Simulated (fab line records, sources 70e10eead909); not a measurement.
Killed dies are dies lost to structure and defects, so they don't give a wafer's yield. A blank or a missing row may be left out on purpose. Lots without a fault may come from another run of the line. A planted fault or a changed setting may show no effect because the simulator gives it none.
Which tool did it? | flow nand_harc | 12 lots, 36 wafers sampled, at 5 steps of a route of 1159

WHAT THE GAUGES READ, wafer by wafer
NHARC_A_CONTACT_CD_MEAS_08: target cd 100 nm. Usual: cd_nm 100.2 nm, standard deviation 0.7.
lot  | measured     | on        | cd_nm (nm)        | flag
L137 | day 17 06:49 | cd_sem-02 | 99.4 99.0 99.1    |
L138 | day 17 14:28 | cd_sem-02 | 99.5 100.4 99.5   |
L139 | day 17 19:51 | cd_sem-02 | 101.5 101.4 100.3 |
L140 | day 17 23:35 | cd_sem-03 | 101.5 99.9 100.4  |
L146 | day 20 04:16 | cd_sem-02 | 99.5 100.2 100.3  |
L154 | day 21 07:53 | cd_sem-01 | 99.8 99.5 100.2   |
L153 | day 22 02:00 | cd_sem-02 | 102.0 101.4 100.6 |
L155 | day 22 04:16 | cd_sem-03 | 100.8 101.5 101.6 |
L159 | day 22 13:29 | cd_sem-03 | 100.0 101.2 100.4 |
L156 | day 22 15:39 | cd_sem-03 | 101.1 101.1 99.8  |
L158 | day 23 03:40 | cd_sem-01 | 100.1 99.9 100.0  |
L160 | day 23 03:55 | cd_sem-01 | 99.8 100.0 100.0  |

NHARC_END_SORT_01. Usual: killed_at_array 24, standard deviation 8.7; killed_at_other 0.8, standard deviation 1.2; killed_at_periphery 3.6, standard deviation 2.3; killed_dies 28, standard deviation 8.9; killed_open 3.2, standard deviation 1.9; killed_short 2.0, standard deviation 1.6.
lot  | measured     | on        | killed_at_array | killed_at_other | killed_at_periphery | killed_dies | killed_open | killed_short | flag
L153 | day 24 09:53 | prober-02 | 37 23           | 0 0             | 6 4                 | 43 27       | 0 1         | 3 2          |

WHICH TOOL RAN EACH LOT (tool, then ch and the chambers of the sampled wafers, then the start)
lot  | NHARC_A_CONTACT_ETCH_89                       | NHARC_A_CONTACT_STRIP_26                      | NHARC_A_CONTACT_ALD_18
L137 | rie_diel-03 ch 0,2, day 17 10:29 or earlier   | rie_diel-13 ch 1,3, day 17 10:29 or earlier   | ald_metal-01 ch 0,1, day 17 10:29
L138 | rie_diel-06 ch 0,2, day 17 18:35 or earlier   | rie_diel-06 ch 1,2,3, day 17 18:35 or earlier | ald_metal-03 ch 2,3, day 17 18:35
L139 | rie_diel-03 ch 0,1,3, day 17 23:44 or earlier | rie_diel-03 ch 0,1,2, day 17 23:44 or earlier | ald_metal-02 ch 0,1, day 17 23:44
L140 | rie_diel-13 ch 1,2,3, day 18 03:06 or earlier | rie_diel-06 ch 0,1,2, day 18 03:06 or earlier | ald_metal-01 ch 0,1, day 18 03:06
L146 | rie_diel-06 ch 1,2,3, day 20 07:53 or earlier | rie_diel-06 ch 0,1,2, day 20 07:53 or earlier | ald_metal-02 ch 0,2,3, day 20 07:53
L154 | rie_diel-06 ch 0,2,3, day 21 11:20 or earlier | rie_diel-06 ch 0,2,3, day 21 11:20 or earlier | ald_metal-01 ch 1,2, day 21 11:20
L153 | rie_diel-06 ch 1,3, day 22 05:56 or earlier   | rie_diel-13 ch 0,2,3, day 22 05:56 or earlier | ald_metal-01 ch 1,2,3, day 22 05:56
L155 | rie_diel-06 ch 1,2, day 22 07:45 or earlier   | rie_diel-06 ch 0,2, day 22 07:45 or earlier   | ald_metal-03 ch 2,3, day 22 07:45
L159 | rie_diel-06 ch 0,1, day 22 16:57 or earlier   | rie_diel-06 ch 0,3, day 22 16:57 or earlier   | ald_metal-01 ch 2,3, day 22 16:57
L156 | rie_diel-03 ch 0,2,3, day 22 19:20 or earlier | rie_diel-06 ch 1,2,3, day 22 19:20 or earlier | ald_metal-02 ch 0,3, day 22 19:20
L158 | rie_diel-06 ch 0,1,3, day 23 07:16 or earlier | rie_diel-03 ch 1,3, day 23 07:16 or earlier   | ald_metal-01 ch 0,2,3, day 23 07:16
L160 | rie_diel-13 ch 0,2, day 23 07:26 or earlier   | rie_diel-06 ch 0,1, day 23 07:26 or earlier   | ald_metal-03 ch 0,2,3, day 23 07:26
- NHARC_A_CONTACT_ETCH_89: etches the open film in N2/H2, target depth 260 nm, time 475.3 s.
- NHARC_A_CONTACT_STRIP_26: strips in O2.
- NHARC_A_CONTACT_ALD_18: deposits TiN, target thk 3 nm, pulse time 1 s, ald cycles 150.

WHAT THE TOOLS THEMSELVES READ (means of the sampled wafers that have a number; where no wafer has one, the mark that the record gives instead)
NHARC_A_CONTACT_ETCH_89. Usual: drypump_motor_current_A 5.8 A, standard deviation 0.31; mfc_ar_sccm 0.010 sccm, standard deviation 0.017; oes_product_au 0.997 a.u., standard deviation 0.014; rf_vpp_V 430 V, standard deviation 3.1; showerhead_plenum_p_Torr 2.04 Torr, standard deviation 0.11; throttle_valve_pct 14.171 %, standard deviation 0.0095.
lot  | tool        | drypump_motor_current_A (A) | mfc_ar_sccm (sccm) | oes_product_au (a.u.) | rf_vpp_V (V) | showerhead_plenum_p_Torr (Torr) | throttle_valve_pct (%) | flag
L137 | rie_diel-03 | 6.0                         | 0.000              | 0.991                 | 427          | 1.90                            | 14.178                 |
L138 | rie_diel-06 | 5.5                         | 0.039              | 1.007                 | 431          | 2.07                            | 14.176                 |
L139 | rie_diel-03 | 6.2                         | 0.007              | 0.992                 | 429          | 2.01                            | 14.172                 |
L140 | rie_diel-13 | 5.7                         | 0.000              | 1.009                 | 429          | 2.00                            | 14.168                 |
L146 | rie_diel-06 | 5.8                         | 0.013              | 0.993                 | 433          | 2.13                            | 14.172                 |
L154 | rie_diel-06 | 5.7                         | 0.026              | 0.995                 | 431          | 2.10                            | 14.162                 |
L153 | rie_diel-06 | 5.9                         | 0.001              | 0.999                 | 431          | 2.09                            | 14.173                 |
L155 | rie_diel-06 | 5.7                         | 0.026              | 1.010                 | 432          | 2.10                            | 14.172                 |
L159 | rie_diel-06 | 5.5                         | 0.028              | 1.001                 | 429          | 1.96                            | 14.169                 |
L156 | rie_diel-03 | 6.1                         | 0.000              | 0.987                 | 431          | 2.08                            | 14.176                 |
L158 | rie_diel-06 | 5.8                         | 0.014              | 0.999                 | 431          | 2.05                            | 14.177                 |
L160 | rie_diel-13 | 5.7                         | 0.000              | 0.975                 | 431          | 2.05                            | 14.167                 |

NHARC_A_CONTACT_STRIP_26. Usual: drypump_motor_current_A 5.8 A, standard deviation 0.31; mfc_ar_sccm 0.013 sccm, standard deviation 0.018; oes_product_au 0.999 a.u., standard deviation 0.013; rf_vpp_V 57.9 V, standard deviation 0.86; showerhead_plenum_p_Torr 3.55 Torr, standard deviation 0.18; throttle_valve_pct 17.037 %, standard deviation 0.0085.
lot  | tool        | drypump_motor_current_A (A) | mfc_ar_sccm (sccm) | oes_product_au (a.u.) | rf_vpp_V (V) | showerhead_plenum_p_Torr (Torr) | throttle_valve_pct (%) | flag
L137 | rie_diel-13 | 6.0                         | 0.000              | 1.019                 | 57.4         | 3.31                            | 17.046                 |
L138 | rie_diel-06 | 5.9                         | 0.013              | 1.006                 | 58.4         | 3.50                            | 17.031                 |
L139 | rie_diel-03 | 6.1                         | 0.007              | 0.994                 | 57.3         | 3.54                            | 17.041                 |
L140 | rie_diel-06 | 5.6                         | 0.027              | 1.009                 | 57.8         | 3.53                            | 17.036                 |
L146 | rie_diel-06 | 5.6                         | 0.027              | 1.005                 | 57.9         | 3.52                            | 17.044                 |
L154 | rie_diel-06 | 5.7                         | 0.026              | 0.989                 | 58.1         | 3.62                            | 17.041                 |
L153 | rie_diel-13 | 5.8                         | 0.000              | 0.994                 | 58.3         | 3.67                            | 17.046                 |
L155 | rie_diel-06 | 5.5                         | 0.040              | 0.994                 | 56.8         | 3.47                            | 17.033                 |
L159 | rie_diel-06 | 5.6                         | 0.027              | 0.999                 | 58.1         | 3.51                            | 17.029                 |
L156 | rie_diel-06 | 5.8                         | 0.013              | 0.994                 | 58.5         | 3.66                            | 17.041                 |
L158 | rie_diel-03 | 6.3                         | 0.014              | 0.991                 | 57.8         | 3.46                            | 17.033                 |
L160 | rie_diel-06 | 5.7                         | 0.014              | 1.011                 | 57.1         | 3.45                            | 17.032                 |

NHARC_A_CONTACT_ALD_18. Usual: heater_power_w 1096 W, standard deviation 110; precursor_pulse_height_rel 1.000, standard deviation 0.02.
lot  | tool         | heater_power_w (W) | precursor_pulse_height_rel | flag
L137 | ald_metal-01 | 1022               | 0.996                      |
L138 | ald_metal-03 | 1057               | 0.981                      |
L139 | ald_metal-02 | 1141               | 1.006                      |
L140 | ald_metal-01 | 1037               | 1.013                      |
L146 | ald_metal-02 | 1124               | 0.997                      |
L154 | ald_metal-01 | 1218               | 1.023                      |
L153 | ald_metal-01 | 1186               | 1.000                      |
L155 | ald_metal-03 | 1060               | 0.997                      |
L159 | ald_metal-01 | 1185               | 0.993                      |
L156 | ald_metal-02 | 1182               | 0.993                      |
L158 | ald_metal-01 | 1103               | 0.994                      |
L160 | ald_metal-03 | 1025               | 0.981                      |

THE ANSWER, worked out from the rows above alone
Rule: a lot is off if the mean of its wafers that have a number lies more than 3 standard deviations from the usual mean. A lot without any number at a reading at which 4 lots or more have one is off too. The other lots that the step has rows for count as sound. The gauges are gone through in route order, then the tools' own readings, and for those a lot's mean is taken as printed above. The first step at which some lot is off is used, and at that step the reading that is off furthest; a lot without a number counts as furthest.
No lot is off at any reading shown: from this, nothing can be told.

WHAT THE SIMULATOR HAD PUT IN
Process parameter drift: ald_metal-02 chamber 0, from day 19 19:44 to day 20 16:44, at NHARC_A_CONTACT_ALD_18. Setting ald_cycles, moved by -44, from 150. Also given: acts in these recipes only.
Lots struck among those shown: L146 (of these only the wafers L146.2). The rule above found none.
